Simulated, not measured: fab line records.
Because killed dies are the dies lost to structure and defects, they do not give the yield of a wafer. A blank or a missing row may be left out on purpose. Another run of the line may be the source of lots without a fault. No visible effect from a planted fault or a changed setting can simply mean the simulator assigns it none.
Chamber matching :: flow n5 finfet :: 4 sister chambers for N5_GATE_CUT_DESCUM_18 on rie diel-03
The step chemistry O2, time 7 s. 4 wafers are shown with their chamber, then 12 later ones without.

## EACH WAFER AND ITS CHAMBER
wafer: L086.3
chamber: 3
drypump motor current A (A): 5.3

wafer: L089.1
chamber: 2
drypump motor current A (A): 5.3

wafer: L089.2
chamber: 1
drypump motor current A (A): 6.4

wafer: L089.3
chamber: 0
drypump motor current A (A): 5.9

## WAFERS WHOSE CHAMBER IS MISSING
wafer: L090.1
drypump motor current A (A): 5.3

wafer: L090.5
drypump motor current A (A): 6.5

wafer: L090.6
drypump motor current A (A): 5.9

wafer: L092.1
drypump motor current A (A): 5.3

wafer: L092.2
drypump motor current A (A): 5.9

wafer: L092.4
drypump motor current A (A): 5.3

wafer: L093.3
drypump motor current A (A): 5.3

wafer: L093.5
drypump motor current A (A): 5.9

wafer: L093.6
drypump motor current A (A): 6.5

wafer: L097.1
drypump motor current A (A): 5.3

wafer: L097.2
drypump motor current A (A): 6.5

wafer: L097.6
drypump motor current A (A): 5.3

## EACH ONE'S CHAMBER
wafer: L090.1
from the rows above: can't be placed: 2 or 3
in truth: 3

wafer: L090.5
from the rows above: 1
in truth: 1

wafer: L090.6
from the rows above: 0
in truth: 0

wafer: L092.1
from the rows above: can't be placed: 2 or 3
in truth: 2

wafer: L092.2
from the rows above: 0
in truth: 0

wafer: L092.4
from the rows above: can't be placed: 2 or 3
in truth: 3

wafer: L093.3
from the rows above: can't be placed: 2 or 3
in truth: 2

wafer: L093.5
from the rows above: 0
in truth: 0

wafer: L093.6
from the rows above: 1
in truth: 1

wafer: L097.1
from the rows above: can't be placed: 2 or 3
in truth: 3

wafer: L097.2
from the rows above: 1
in truth: 1

wafer: L097.6
from the rows above: can't be placed: 2 or 3
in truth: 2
Correct placement for 6 of the 12. Cannot be placed on the basis of these rows: 6; the candidates contain the true chamber in 6. Placed wrongly: 0.
How it was worked out, from the rows above alone: a wafer's distance from a chamber is the root of the sum, over the readings, of the square of ((its reading less the chamber's mean) divided by the reading's scatter). The wafer belongs to the nearest chamber; if the next one is less than 2 further off, it can't be placed. The mean given for a chamber averages the wafers shown for that chamber. The scatter (one wafer shown for each chamber): square how far every hidden wafer sits from the nearest shown wafer, average those squares and take the square root.
